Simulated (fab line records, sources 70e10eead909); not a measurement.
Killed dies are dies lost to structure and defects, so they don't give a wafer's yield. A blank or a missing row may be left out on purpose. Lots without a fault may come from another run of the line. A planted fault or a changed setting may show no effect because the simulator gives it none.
Which tool did it? | flow nand_harc | 15 lots, 42 wafers sampled, at 4 steps of a route of 1159

WHAT THE GAUGES READ, wafer by wafer
The record holds no reading of a measuring or inspecting step that can be judged against a usual standard deviation.

WHICH TOOL RAN EACH LOT (tool, then ch and the chambers of the sampled wafers, then the start)
lot  | NHARC_A_SLIT_ETCH_26             | NHARC_A_WL_FILL_STRIP_29           | NHARC_A_WL_FILL_ETCHBACK_17       | NHARC_A_WL_FILL_CMP_12
L284 | har_etch-01 ch 0,1, day 14 13:31 | rie_diel-05 ch 1,3, day 15 16:36   | rie_metal-01 ch 0,1, day 15 16:41 | cmp-01 ch 0,2, day 16 03:33
L286 | har_etch-01 ch 0, day 15 07:17   | rie_diel-05 ch 1,3, day 16 07:29   | rie_metal-03 ch 1, day 16 07:35   | cmp-03 ch 0,1,2, day 16 18:19
L287 | har_etch-01 ch 0,1, day 15 08:58 | rie_diel-05 ch 2,3, day 16 10:32   | rie_metal-03 ch 0, day 16 10:37   | cmp-04 ch 0,3, day 16 22:10
L288 | har_etch-01 ch 0,1, day 15 16:47 | rie_diel-13 ch 0,2,3, day 16 18:13 | rie_metal-02 ch 0,1, day 16 18:17 | cmp-04 ch 0,1,3, day 17 09:18
L289 | har_etch-01 ch 0,1, day 15 18:30 | rie_diel-06 ch 1,2,3, day 16 20:02 | rie_metal-03 ch 0,1, day 16 20:10 | cmp-01 ch 0,1, day 17 13:32
L291 | har_etch-01 ch 0,1, day 16 12:43 | rie_diel-13 ch 0,2, day 17 12:30   | rie_metal-03 ch 0,1, day 17 12:35 | cmp-03 ch 0,1, day 18 01:32
L290 | har_etch-02 ch 0,1, day 16 13:38 | rie_diel-06 ch 2,3, day 17 12:31   | rie_metal-03 ch 1, day 17 12:43   | cmp-04 ch 0,1, day 18 01:10
L292 | har_etch-01 ch 0,1, day 17 00:45 | rie_diel-13 ch 0,1,3, day 18 10:36 | rie_metal-01 ch 0,1, day 18 10:42 | cmp-04 ch 0,2,3, day 18 23:13
L294 | har_etch-01 ch 0,1, day 17 02:30 | rie_diel-06 ch 2,3, day 18 07:59   | rie_metal-02 ch 0,1, day 18 08:05 | cmp-01 ch 0,2,3, day 18 18:12
L293 | har_etch-02 ch 0,1, day 17 03:17 | rie_diel-05 ch 1,2, day 18 11:04   | rie_metal-03 ch 0,1, day 18 11:13 | cmp-04 ch 0,1,3, day 18 22:39
L296 | har_etch-01 ch 0,1, day 17 19:10 | rie_diel-06 ch 0,2,3, day 18 23:41 | rie_metal-02 ch 0,1, day 18 23:47 | cmp-03 ch 0,1,2, day 19 11:14
L297 | har_etch-01 ch 0,1, day 17 20:52 | rie_diel-06 ch 0,1,2, day 18 23:43 | rie_metal-01 ch 0,1, day 18 23:47 | cmp-04 ch 0,2,3, day 19 11:07
L304 | har_etch-02 ch 0,1, day 19 19:58 | rie_diel-06 ch 0,3, day 20 23:28   | rie_metal-02 ch 0,1, day 20 23:37 | cmp-01 ch 0,3, day 21 19:13
L306 | har_etch-01 ch 0,1, day 19 21:19 | rie_diel-13 ch 0,3, day 21 02:28   | rie_metal-02 ch 0, day 21 02:34   | cmp-01 ch 1,3, day 21 19:29
L307 | har_etch-02 ch 0, day 20 07:23   | rie_diel-05 ch 2,3, day 21 11:43   | rie_metal-02 ch 0, day 21 11:49   | cmp-03 ch 1,2, day 22 02:58
- NHARC_A_SLIT_ETCH_26: etches the open film in C4F8/O2/Ar, time 90 s, target depth 400 nm.
- NHARC_A_WL_FILL_STRIP_29: strips in O2, time 20 s.
- NHARC_A_WL_FILL_ETCHBACK_17: etches the open film in Cl2/BCl3, target depth 4 nm, time 26.7 s.
- NHARC_A_WL_FILL_CMP_12: polishes, t overpolish 30 s, target thk 75 nm.

WHAT THE TOOLS THEMSELVES READ (means of the sampled wafers that have a number; where no wafer has one, the mark that the record gives instead)
NHARC_A_SLIT_ETCH_26. Usual: drypump_motor_current_A 5.7 A, standard deviation 0.5; showerhead_plenum_p_Torr 3.76 Torr, standard deviation 0.11; throttle_valve_pct 27.618 %, standard deviation 0.0084.
lot  | tool        | drypump_motor_current_A (A) | showerhead_plenum_p_Torr (Torr) | throttle_valve_pct (%) | flag
L284 | har_etch-01 | 6.0                         | 3.68                            | 27.618                 |
L286 | har_etch-01 | 5.7                         | 3.61                            | 27.621                 |
L287 | har_etch-01 | 6.1                         | 3.75                            | 27.610                 |
L288 | har_etch-01 | 6.0                         | 3.68                            | 27.621                 |
L289 | har_etch-01 | 6.2                         | 3.75                            | 27.611                 |
L291 | har_etch-01 | 5.9                         | 3.67                            | 27.620                 |
L290 | har_etch-02 | 5.1                         | 3.87                            | 27.621                 |
L292 | har_etch-01 | 5.9                         | 3.67                            | 27.623                 |
L294 | har_etch-01 | 6.1                         | 3.74                            | 27.611                 |
L293 | har_etch-02 | 5.1                         | 3.86                            | 27.618                 |
L296 | har_etch-01 | 5.9                         | 3.66                            | 27.618                 |
L297 | har_etch-01 | 6.1                         | 3.74                            | 27.617                 |
L304 | har_etch-02 | 5.1                         | 3.85                            | 27.611                 |
L306 | har_etch-01 | 6.0                         | 3.69                            | 27.608                 |
L307 | har_etch-02 | 5.2                         | 3.84                            | 27.611                 |

NHARC_A_WL_FILL_STRIP_29. Usual: drypump_motor_current_A 5.8 A, standard deviation 0.58; oes_product_au 0.997 a.u., standard deviation 0.009; rf_vpp_V 57.7 V, standard deviation 0.85; showerhead_plenum_p_Torr 3.52 Torr, standard deviation 0.15; throttle_valve_pct 17.037 %, standard deviation 0.0086.
lot  | tool        | drypump_motor_current_A (A) | oes_product_au (a.u.) | rf_vpp_V (V) | showerhead_plenum_p_Torr (Torr) | throttle_valve_pct (%) | flag
L284 | rie_diel-05 | 5.6                         | 0.998                 | 57.8         | 3.51                            | 17.034                 |
L286 | rie_diel-05 | 5.4                         | 0.990                 | 58.3         | 3.61                            | 17.042                 |
L287 | rie_diel-05 | 5.5                         | 0.991                 | 57.5         | 3.70                            | 17.037                 |
L288 | rie_diel-13 | 5.7                         | 0.991                 | 58.3         | 3.49                            | 17.038                 |
L289 | rie_diel-06 | 6.0                         | 0.996                 | 57.8         | 3.57                            | 17.042                 |
L291 | rie_diel-13 | 5.1                         | 0.988                 | 58.0         | 3.54                            | 17.033                 |
L290 | rie_diel-06 | 6.1                         | 0.998                 | 57.3         | 3.67                            | 17.045                 |
L292 | rie_diel-13 | 5.8                         | 0.996                 | 58.1         | 3.56                            | 17.042                 |
L294 | rie_diel-06 | 5.6                         | 0.997                 | 58.0         | 3.71                            | 17.036                 |
L293 | rie_diel-05 | 5.8                         | 1.006                 | 58.0         | 3.48                            | 17.039                 |
L296 | rie_diel-06 | 6.1                         | 1.006                 | 57.6         | 3.57                            | 17.035                 |
L297 | rie_diel-06 | 6.0                         | 1.000                 | 57.9         | 3.47                            | 17.033                 |
L304 | rie_diel-06 | 6.5                         | 1.010                 | 56.8         | 3.48                            | 17.054                 |
L306 | rie_diel-13 | 5.8                         | 0.997                 | 58.0         | 3.57                            | 17.044                 |
L307 | rie_diel-05 | 5.7                         | 1.006                 | 57.7         | 3.68                            | 17.031                 |

NHARC_A_WL_FILL_ETCHBACK_17. Usual: drypump_motor_current_A 5.8 A, standard deviation 0.49; oes_product_au 1.000 a.u., standard deviation 0.01; run_length_s 48.1 s, standard deviation 0.4.
lot  | tool         | drypump_motor_current_A (A) | oes_product_au (a.u.) | run_length_s (s) | flag
L284 | rie_metal-01 | 5.5                         | 0.998                 | 48.2             |
L286 | rie_metal-03 | 5.4                         | 0.999                 | 48.5             |
L287 | rie_metal-03 | 6.5                         | 1.013                 | 47.9             |
L288 | rie_metal-02 | 6.0                         | 1.000                 | 47.9             |
L289 | rie_metal-03 | 5.7                         | 1.003                 | 48.2             |
L291 | rie_metal-03 | 5.8                         | 1.008                 | 48.4             |
L290 | rie_metal-03 | 5.3                         | 1.001                 | 48.7             |
L292 | rie_metal-01 | 5.4                         | 1.000                 | 48.2             |
L294 | rie_metal-02 | 5.8                         | 0.992                 | 47.6             |
L293 | rie_metal-03 | 6.1                         | 1.005                 | 48.2             |
L296 | rie_metal-02 | 6.0                         | 0.994                 | 47.9             |
L297 | rie_metal-01 | 5.4                         | 0.997                 | 48.2             |
L304 | rie_metal-02 | 5.9                         | 0.998                 | 39.2             | OFF
L306 | rie_metal-02 | 5.6                         | 0.991                 | 39.2             | OFF
L307 | rie_metal-02 | 5.6                         | 0.991                 | 39.1             | OFF

NHARC_A_WL_FILL_CMP_12. Usual: motor_current_A 12.3 A, standard deviation 1.5; overpolish_run_s 30.000 s, standard deviation 0.0087; slurry_flow_ml_min 149.9, standard deviation 0.48; time_to_endpoint_s 13.9 s, standard deviation 2.4.
lot  | tool   | motor_current_A (A) | overpolish_run_s (s) | slurry_flow_ml_min | time_to_endpoint_s (s) | flag
L284 | cmp-01 | 10.7                | 30.001               | 149.8              | 12.6                   |
L286 | cmp-03 | 12.1                | 29.999               | 149.7              | 13.5                   |
L287 | cmp-04 | 13.0                | 29.998               | 149.6              | 14.4                   |
L288 | cmp-04 | 12.6                | 30.008               | 149.7              | 8.1                    |
L289 | cmp-01 | 13.5                | 30.000               | 149.6              | 14.7                   |
L291 | cmp-03 | 11.0                | 29.994               | 149.7              | 14.3                   |
L290 | cmp-04 | 12.5                | 30.000               | 150.2              | 14.3                   |
L292 | cmp-04 | 12.3                | 30.000               | 149.9              | 12.5                   |
L294 | cmp-01 | 11.6                | 30.012               | 150.2              | 10.8                   |
L293 | cmp-04 | 12.2                | 30.003               | 150.1              | 15.1                   |
L296 | cmp-03 | 11.9                | 29.998               | 149.8              | 12.7                   |
L297 | cmp-04 | 12.3                | 29.999               | 149.4              | 15.3                   |
L304 | cmp-01 | 11.8                | 29.999               | 151.0              | 13.8                   |
L306 | cmp-01 | 13.2                | 30.001               | 149.8              | 17.0                   |
L307 | cmp-03 | 14.2                | 30.008               | 150.1              | 16.1                   |

THE ANSWER, worked out from the rows above alone
Rule: a lot is off if the mean of its wafers that have a number lies more than 3 standard deviations from the usual mean. A lot without any number at a reading at which 4 lots or more have one is off too. The other lots that the step has rows for count as sound. The gauges are gone through in route order, then the tools' own readings, and for those a lot's mean is taken as printed above. The first step at which some lot is off is used, and at that step the reading that is off furthest; a lot without a number counts as furthest.
Off: L304, L306, L307, at NHARC_A_WL_FILL_ETCHBACK_17 (run_length_s).
A tool fits if, at that step or a process step before it, it ran every lot that is off, and no sound lot after the first of them. One fits: rie_metal-02 at NHARC_A_WL_FILL_ETCHBACK_17. Its last sound lot is L296 (day 18 23:47), its first lot that is off L304 (day 20 23:37): a fault that began between those two fits.
The tool's own readings at NHARC_A_WL_FILL_ETCHBACK_17 bear it out: on the lots that are off they differ by more than 5 times the standard deviation of the sound lots' means. run_length_s reads 39.2 s there against 48.2 s on the sound lots.

WHAT THE SIMULATOR HAD PUT IN
Process parameter drift: rie_metal-02, from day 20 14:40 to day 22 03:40, at NHARC_A_WL_FILL_ETCHBACK_17. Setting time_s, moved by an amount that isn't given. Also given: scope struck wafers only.
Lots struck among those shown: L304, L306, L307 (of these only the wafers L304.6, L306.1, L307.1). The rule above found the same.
